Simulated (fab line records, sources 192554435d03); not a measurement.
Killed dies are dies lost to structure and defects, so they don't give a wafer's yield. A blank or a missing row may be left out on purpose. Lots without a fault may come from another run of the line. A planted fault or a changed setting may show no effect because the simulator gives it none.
fab line records | flow n5_finfet
record lots=4 wafers=12 last_day=17
route steps=1938 shown BEOL_M2@921 BEOL_M3@931 BEOL_M4@1111 PASSIVATION@1936
lots that met no fault: from a run of the same line without faults
start_h: hours from the record's first day to the start of the lot's first wafer shown | wait_h: hours since the lot's step before | " the same as in the row above | L1.1+2: a row that stands for several wafers | - no value, or no start given | * or withheld: withheld | < > ~ a bound
route shown NAME@n: a module of which the file shows steps, and the number in the route of the first | usual: mean/standard deviation of fault-free wafers | same: alike in all rows | chamber/n: place in a boat | sites: the reading at each site | _std_site: their standard deviation | _edge_site: outer sites' mean less inner sites' | radius_mm: how far each site lies from the wafer's centre | mask NAME#n: copy n | behind: the tool/chamber that last shaped the wafer | hold: why the lot was held/for how many hours/how that ended | device: the transistor (n, p or np) that didn't switch | end of line: the same wafers' tests at the end of the route | a step without rows: its recipe alone | killed: dies lost to structure and defects at the first sort, not the wafer's yield | map: a wafer's dies, x killed, . not, _ none there
set.NAME: the setting as run; set.NAME@STEP: as run at that earlier step | model.NAME: the simulator's own value behind a step, which no gauge read
lots at some steps of the route; a table a step, a row a wafer
services: from which hour (start_h, from the record's first day; less than 0 if before it) a tool's chamber was out of use, for how many hours, and why
## steps
# step N5_BEOL_M2_ECD_50
# recipe material=Cu target_thk_a=3000
# step N5_BEOL_M2_ANNEAL_51
# recipe temp_c=225 time_s=90 ambient=N2
# step N5_BEOL_M2_CMP_52
# recipe stop_on=SiOC t_overpolish_s=6.8 down_force_psi=1 platen_rpm=50 clearing_platen_down_force_psi=1.5 clearing_platen_rpm=50 post_cmp_clean=cu_alkaline target_thk_nm=40 clearing_platen_pad_velocity_m_s=0.99484 pad_velocity_m_s=0.99484
# step N5_BEOL_M2_PRE_CLEAN_60
# recipe gas=NH3/H2 time_s=15 temp_c=* rf_power_w=300
# step N5_BEOL_M2_CO_CAP_55
# recipe material=Co target_thk_a=20 temp_c=200 precursor=CCTBA/H2 pressure_torr=30 time_s=102.1
# step N5_BEOL_M2_PRE_CLEAN_56
# recipe gas=NH3 time_s=15 temp_c=withheld rf_power_w=300
# step N5_BEOL_M2_DEP_57
# recipe material=SiCN target_thk_a=80 temp_c=withheld precursor=3MS/NH3 pressure_torr=3 rf_w=202 time_s=14
# step N5_BEOL_M3_ILD_DEP_00
# recipe material=SiOC target_thk_a=790 temp_c=350 precursor=DEMS/O2 pressure_torr=5 rf_w=500 time_s=15.3
# step N5_BEOL_M3_PECVD_72
# recipe material=SiO2 target_thk_a=160 temp_c=400 precursor=TEOS/O2 pressure_torr=5.5 rf_w=450 teos_flow_sccm=53.8 gas=O2 flow_sccm=3000 time_s=18
# usual heater_power_outer_w=420/70 heater_power_w=712/91 showerhead_plenum_p_Torr=8.76/0.043 throttle_valve_pct=22.3/0.58
# columns lot.wafer tool chamber start_h wait_h heater_power_outer_w heater_power_w showerhead_plenum_p_Torr throttle_valve_pct model.SiO2_of_BEOL_M3_PECVD_72.thk_nm
L198.3 pecvd-04 2 197.98 0.0 405 662 8.68 21.6 16.2
L198.5 " 2 " " 408 659 8.71 21.8 16.2
L198.6 " 0 " " 470 788 8.79 22.1 16.2
L210.1 pecvd-04 0 263.77 0.0 459 797 8.79 22.3 15.6
L210.3 " 0 " " 455 809 8.80 22.2 16
L210.4 " 1 " " 339 603 8.70 22.8 12.2
L211.2 pecvd-04 0 273.09 0.0 497 896 8.78 22.5 12.2
L211.3 " 1 " " 317 557 8.71 22.7 16
L211.4 " 0 " " 524 875 8.77 22.4 12.6
L213.1 pecvd-02 0 284.89 0.0 396 701 8.78 22.1 15.4
L213.3 " 1 " " 548 841 8.79 21.9 15.6
L213.4 " 2 " " 341 564 8.76 21.3 15.8
# step N5_BEOL_M3_HM_DEP_02
# recipe material=TiN target_thk_a=200 temp_c=25 chamber_pressure_pa=0.49996
# step N5_BEOL_M3_COAT_61
# recipe resist=SOC temp_c=250 time_s=60 spin_rpm=1500 resist_thk_nm=60
# step N5_BEOL_M3_COAT_62
# recipe resist=SiARC temp_c=220 time_s=60 spin_rpm=1500 resist_thk_nm=12
# step N5_BEOL_M3_COAT_73
# recipe resist=underlayer temp_c=205 time_s=60 spin_rpm=1500 resist_thk_nm=5
# step N5_BEOL_M3_COAT_05
# recipe resist=CAR-EUV spin_rpm=1500 resist_thk_nm=30
# step N5_BEOL_M3_EBR_07
# recipe solvent=PGMEA ebr_width_mm=1.5
# step N5_BEOL_M3_SOFTBAKE_06
# recipe temp_c=110 time_s=60 resist=CAR-EUV
# step N5_BEOL_M3_EXPOSE_08
# recipe mask_id=M3 na=0.33 source_shape=dipole sigma_inner=0.369 sigma_outer=0.767 polarization=unpolarized dose_mj=33
# step N5_BEOL_M3_PEB_09
# recipe peb_temp_c=100 peb_time_s=60 resist=CAR-EUV
# step N5_BEOL_M3_DEVELOP_10
# recipe develop_time_s=30 developer=TMAH resist=CAR-EUV rinse_liquid=surfactant_rinse dry=air_spin dev_temp_c=23
# step N5_BEOL_M3_DESCUM_16
# recipe chemistry=O2 time_s=7 source_power_w=50 bias_power_w=20 pressure_mtorr=20 rf_frequency_hz=2.712e+07 temp_c=40 resist=CAR-EUV o2_flow_sccm=225
# step N5_BEOL_M3_ETCH_74
# recipe chemistry=N2/H2 target=underlayer target_depth_a=65 mask_material=CAR-EUV time_s=5.2 ion_energy_ev=200 pressure_mtorr=30 source_w=840 bias_w=150 n2_flow_sccm=200 h2_flow_sccm=200 ends=cleared
# step N5_BEOL_M3_ETCH_63
# recipe chemistry=CF4 target=SiARC target_depth_a=156 mask_material=CAR-EUV time_s=26 ion_energy_ev=80 pressure_mtorr=40 source_w=545 bias_w=36 Ar_flow_sccm=100 cf4_flow_sccm=100 ends=cleared
# step N5_BEOL_M3_ETCH_64
# recipe chemistry=N2/H2 target=SOC target_depth_a=750 overetch_a=150 mask_material=SiARC temp_c=40 time_s=112.5 ion_energy_ev=200 pressure_mtorr=30 source_w=840 bias_w=150 n2_flow_sccm=200 h2_flow_sccm=200
# step N5_BEOL_M3_STRIP_65
# recipe chemistry=N2/H2 temp_c=40 n2_flow_sccm=200 h2_flow_sccm=200 rf_frequency_hz=6e+07
# step N5_BEOL_M3_STRIP_75
# recipe chemistry=N2/H2 temp_c=40 n2_flow_sccm=200 h2_flow_sccm=200 rf_frequency_hz=6e+07
# step N5_BEOL_M3_STRIP_66
# recipe chemistry=CF4 resist=SiARC power_w=300 bias_power_w=75 pressure_mtorr=50 cf4_flow_sccm=150 rf_frequency_hz=6e+07
# step N5_BEOL_M3_HM_OPEN_17
# recipe chemistry=Cl2/BCl3 target_depth_a=200 overetch_a=60 target=TiN mask_material=SOC ion_energy_ev=150 pressure_mtorr=10 icp_w=1000 bias_w=126 Cl2_flow_sccm=53.25 bcl3_flow_sccm=21.75 Ar_flow_sccm=25
# step N5_BEOL_M3_STRIP_19
# recipe chemistry=O2 power_w=400 temp_c=40 pressure_mtorr=30 rf_frequency_hz=6e+07 bias_power_w=0 overash_fraction=0.2 o2_flow_sccm=225
# step N5_BEOL_M3_COAT_67
# recipe resist=SOC temp_c=250 time_s=60 spin_rpm=1500 resist_thk_nm=60
# step N5_BEOL_M3_COAT_68
# recipe resist=SiARC temp_c=220 time_s=60 spin_rpm=1500 resist_thk_nm=12
# step N5_BEOL_M3_COAT_76
# recipe resist=underlayer temp_c=205 time_s=60 spin_rpm=1500 resist_thk_nm=5
# step N5_BEOL_M3_COAT_22
# recipe resist=CAR-EUV spin_rpm=1500 resist_thk_nm=30
# step N5_BEOL_M3_EBR_24
# recipe solvent=PGMEA ebr_width_mm=1.5
# step N5_BEOL_M3_SOFTBAKE_23
# recipe temp_c=110 time_s=60 resist=CAR-EUV
# step N5_BEOL_M3_HM_STRIP_39
# recipe chemistry=peroxide_tin_strip material=TiN target_depth_a=250 temp_c=50 time_s=158
# columns lot.wafer tool chamber start_h wait_h model.SiO2_of_BEOL_M3_PECVD_72.thk_nm
L198.3+5 wet_bench-02 3,5 204.52 0.0 16
L198.6 " 2 " " 16.2
L210.1 wet_bench-04 0 269.23 0.0 15.6
L210.3 " 1 " " 15.8
L210.4 " 7 " " 12
L211.2 wet_bench-04 0 280.52 0.0 12
L211.3 " 1 " " 15.8
L211.4 " 7 " " 12.6
L213.1 wet_bench-04 3 292.06 0.0 15.4
L213.3+4 " 0,2 " " 15.6
# step N5_BEOL_M3_CMP_52
# recipe stop_on=SiOC t_overpolish_s=6.8 down_force_psi=1 platen_rpm=50 clearing_platen_down_force_psi=1.5 clearing_platen_rpm=50 post_cmp_clean=cu_alkaline target_thk_nm=40 clearing_platen_pad_velocity_m_s=0.99484 pad_velocity_m_s=0.99484
# usual barrier_field_endpoint_s=24.6/0.56 clearing_platen_rpm=49.999/0.029 motor_current_A=6.1/0.43
# columns lot.wafer tool chamber start_h wait_h barrier_field_endpoint_s clearing_platen_rpm motor_current_A
L198.3 cmp-02 3 208.64 0.2 24.5 49.951 6.4
L198.5 " 3 " " 25.0 49.972 6.2
L198.6 " 0 " " 25.1 49.940 6.3
L210.3 cmp-02 2 274.67 0.2 24.4 49.981 6.2
L210.4 " 0 " " 20.0 49.994 6.2
L210.1 " 1 " " 24.6 50.044 5.9
L211.2 cmp-03 2 283.89 0.2 19.9 50.008 6.3
L211.3 " 3 " " 24.8 50.027 6.0
L211.4 " 0 " " 20.8 50.003 6.0
L213.1 cmp-02 1 295.98 0.3 24.4 49.992 5.6
L213.4 " 2 " " 24.0 49.964 6.0
L213.3 " 3 " " 23.9 49.986 6.3
# step N5_BEOL_M4_RC_MEAS_101
# usual DIBL_N=36.4/1.4 DIBL_P=36.4/1.5 IOFF_N=0.156/0.022 IOFF_P=0.210/0.023 ION_N=675/9.1 ION_P=463/5.7 SS_N=71.6/0.45 SS_P=73.3/0.56 VT_N=250/3.1 VT_P=-250.3/2.3
# columns lot.wafer tool chamber start_h wait_h DIBL_N[mV/V] DIBL_P[mV/V] IOFF_N[nA/um] IOFF_P[nA/um] ION_N[uA/um] ION_P[uA/um] SS_N[mV/dec] SS_P[mV/dec] VT_N[mV] VT_P[mV]
L198.3 prober-01 0 224.19 0.3 36.2 36.9 0.182 0.227 678 463 71.5 73.5 246 -249.8
L198.5 " 0 " " 33.7 35.0 0.139 0.194 672 464 70.9 71.9 249 -250.3
L198.6 " 0 " " 36.1 38.1 0.190 0.258 694 476 71.9 73.3 243 -247.5
L210.1 prober-01 0 301.31 0.0 36.6 36.1 0.158 0.193 689 465 71.4 73.9 250 -250.6
L210.3 " 0 " " 36.9 36.0 0.150 0.195 678 462 71.5 73.6 248 -252.7
L210.4 " 0 " " 36.1 35.3 0.148 0.180 682 461 71.5 73.0 249 -253.8
L211.2 prober-02 0 306.25 0.2 38.1 36.5 0.167 0.231 679 466 71.3 73.3 251 -248.7
L211.3 " 0 " " 36.9 35.3 0.149 0.216 675 465 71.3 72.9 251 -249.1
L211.4 " 0 " " 36.9 35.2 0.148 0.219 671 469 71.4 72.7 254 -251.0
L213.1 prober-02 0 315.33 0.0 33.9 33.7 0.121 0.188 673 464 70.9 73.8 250 -250.0
L213.3 " 0 " " 36.1 36.5 0.162 0.218 678 469 72.2 73.7 252 -247.1
L213.4 " 0 " " 34.8 34.6 0.134 0.194 666 462 70.8 72.9 252 -249.0
# step N5_PASSIVATION_PROBE_49
# usual defect_limited_yield=91.5/1.3 killed_at_M0_to_M3=33/10 killed_at_M4_up=13/4 killed_at_contacts=12/6.3 killed_at_front_end=39/11 killed_at_other=3.4/2.6 killed_dies=100/15 killed_on_rim=13/4 killed_open=65/11 killed_short=34/7.8 sort_bin_5_function=5.0/0.89 sort_bin_6_memory=3.2/0.58 sort_n_pass=1080/15 sort_yield_pct=91.5/1.3
# same gross_dies=1180 killed_at_back_side=0 sort_bin_4_leakage[%]=0 sort_bin_8_speed[%]=0
# columns lot.wafer tool chamber start_h wait_h defect_limited_yield[%] killed_at_M0_to_M3 killed_at_M4_up killed_at_contacts killed_at_front_end killed_at_other killed_dies killed_on_rim killed_open killed_short sort_bin_5_function[%] sort_bin_6_memory[%] sort_n_pass sort_yield_pct[%]
L198.3 prober-02 - 338.28 0.1 90.8 19 15 21 54 0 109 15 85 20 5.7 3.1 1071 90.8
L198.5 prober-02 - 338.38 0.2 91.8 24 11 13 44 5 97 18 59 36 4.2 3.6 1083 91.8
L198.6 prober-02 - 338.43 0.3 92.6 21 21 5 37 3 87 12 61 23 4.0 2.7 1093 92.6
L211.2 prober-01 - 416.82 0.1 91.4 23 11 24 40 4 102 16 63 39 5.7 2.5 1078 91.4
L211.3 prober-01 - 416.87 0.1 91.6 36 13 11 39 0 99 9 60 36 4.6 3.1 1081 91.6
L211.4 prober-01 - 416.92 0.2 90.7 29 13 22 43 3 110 11 66 44 5.6 3.3 1070 90.7
L210.1 prober-01 - 417.37 0.0 90.0 35 19 9 51 4 118 19 83 35 5.9 3.6 1062 90.0
L210.3 prober-01 - 417.47 0.1 91.9 31 12 7 40 6 96 8 64 32 5.0 2.9 1084 91.9
L210.4 prober-01 - 417.52 0.2 92.3 24 17 16 31 3 91 18 63 27 4.6 2.9 1089 92.3
# killed by level:class
L198.3 STI_FIN_REVEAL:geometric_particle:open=30 MOL_CONTACT_COAG:geometric_particle:open=18 BEOL_M2:geometric_particle:open=8 FIN_SAQP:geometric_particle:short=5 BEOL_M3:geometric_particle:open=5 GATE_CUT:geometric_particle:short=4 BEOL_M0_SAQP:geometric_particle:open=4 BEOL_M4:geometric_particle:open=4
L198.5 FIN_SAQP:geometric_particle:short=13 STI_FIN_REVEAL:geometric_particle:open=13 MOL_CONTACT_COAG:geometric_particle:open=10 BEOL_M4:geometric_particle:open=7 BEOL_M2:geometric_particle:open=6 FIN_SAQP:geometric_particle:open=5 BEOL_M0_SAQP:geometric_particle:short=5 BEOL_M0_SAQP:geometric_particle:open=4
L198.6 FIN_SAQP:geometric_particle:open=11 BEOL_M4:geometric_particle:open=9 STI_FIN_REVEAL:geometric_particle:open=7 FIN_SAQP:geometric_particle:short=6 BEOL_M0_SAQP:geometric_particle:open=5 BEOL_M2:geometric_particle:open=5 STI_FIN_REVEAL:geometric_particle:short=4 BEOL_M3:geometric_particle:open=4
L211.2 MOL_CONTACT_COAG:geometric_particle:open=19 FIN_SAQP:geometric_particle:short=13 GATE_CUT:geometric_particle:short=9 FIN_SAQP:geometric_particle:open=7 BEOL_M3:geometric_particle:open=7 GATE_CUT:geometric_particle:open=5 MOL_CONTACT_COAG:geometric_particle:short=5 BEOL_M4:geometric_particle:open=5
L211.3 FIN_SAQP:geometric_particle:short=15 BEOL_M3:geometric_particle:open=14 BEOL_M2:geometric_particle:open=11 MOL_CONTACT_COAG:geometric_particle:open=9 GATE_CUT:geometric_particle:short=8 FIN_SAQP:geometric_particle:open=7 BEOL_M0_SAQP:geometric_particle:open=6 BEOL_M4:geometric_particle:open=4
L211.4 FIN_SAQP:geometric_particle:short=22 MOL_CONTACT_COAG:geometric_particle:open=19 BEOL_M3:geometric_particle:open=8 FIN_SAQP:geometric_particle:open=6 BEOL_M0_SAQP:geometric_particle:short=6 GATE_CUT:geometric_particle:short=5 BEOL_M2:geometric_particle:open=5 BEOL_M4:geometric_particle:open=4
L210.1 FIN_SAQP:geometric_particle:open=13 FIN_SAQP:geometric_particle:short=11 MOL_CONTACT_COAG:geometric_particle:open=9 BEOL_M0_SAQP:geometric_particle:open=8 BEOL_M2:geometric_particle:open=8 DUMMY_GATE:geometric_particle:open=7 BEOL_M0_SAQP:geometric_particle:short=7 ILD0:geometric_particle:open=6
L210.3 DUMMY_GATE:geometric_particle:open=11 BEOL_M1:geometric_particle:open=11 FIN_SAQP:geometric_particle:short=6 FIN_SAQP:geometric_particle:open=6 STI_FIN_REVEAL:geometric_particle:open=6 MOL_CONTACT_COAG:geometric_particle:open=5 BEOL_M3:geometric_particle:open=5 DUMMY_GATE:geometric_particle:short=4
L210.4 MOL_CONTACT_COAG:geometric_particle:open=15 FIN_SAQP:geometric_particle:open=8 BEOL_M4:geometric_particle:short=8 BEOL_M2:geometric_particle:open=6 BEOL_M3:geometric_particle:open=6 STI_FIN_REVEAL:geometric_particle:open=5 BEOL_M4:geometric_particle:open=4 BEOL_M0_SAQP:geometric_particle:short=3
## services
# columns tool chamber start_h hours kind
pecvd-04 0 177.41 2.1 scheduled_down
cmp-03 - 177.97 0.9 repair
cmp-02 - 178.59 2.0 repair
cmp-02 - 187.59 1.3 repair
cmp-03 - 191.59 4.0 pm
cmp-03 - 195.59 - consumable_replace:conditioner
cmp-03 - 195.59 - consumable_replace:pad
pecvd-04 - 200.31 1.6 repair
pecvd-02 2 202.38 - clean
pecvd-02 2 202.38 - consumable_replace:showerhead
pecvd-02 2 202.38 29.0 scheduled_down
pecvd-02 2 202.38 29.0 vent_cycle
cmp-03 - 207.61 4.0 pm
cmp-02 - 216.19 1.5 repair
cmp-02 - 238.51 0.8 repair
pecvd-04 2 263.06 2.1 scheduled_down
cmp-02 - 283.74 4.0 pm
cmp-02 - 287.74 - consumable_replace:conditioner
cmp-02 - 287.74 - consumable_replace:pad
cmp-03 - 289.82 0.5 repair
## key
first_sign step=N5_BEOL_M3_CMP_52 reading=barrier_field_endpoint_s direction=down sigmas=7.7 usual=24.6 struck=20.2
effect none on later readings
model_effect step=N5_BEOL_M3_PECVD_72 value=SiO2_of_BEOL_M3_PECVD_72.thk_nm without=16 struck=12.33
model_effect step=N5_BEOL_M3_HM_STRIP_39 value=SiO2_of_BEOL_M3_PECVD_72.thk_nm without=15.8 struck=12.2
met_at N5_BEOL_M3_PECVD_72
struck_wafers L210.4,L211.2,L211.4
onset_between 197.98 263.77
fault kind=process_parameter_drift tool=pecvd-04 chamber=- onset_h=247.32 steps=N5_BEOL_M3_PECVD_72 channel=time_s offset=* shape=step end_h=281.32 scope=struck_wafers_only acts_in=* stated=*
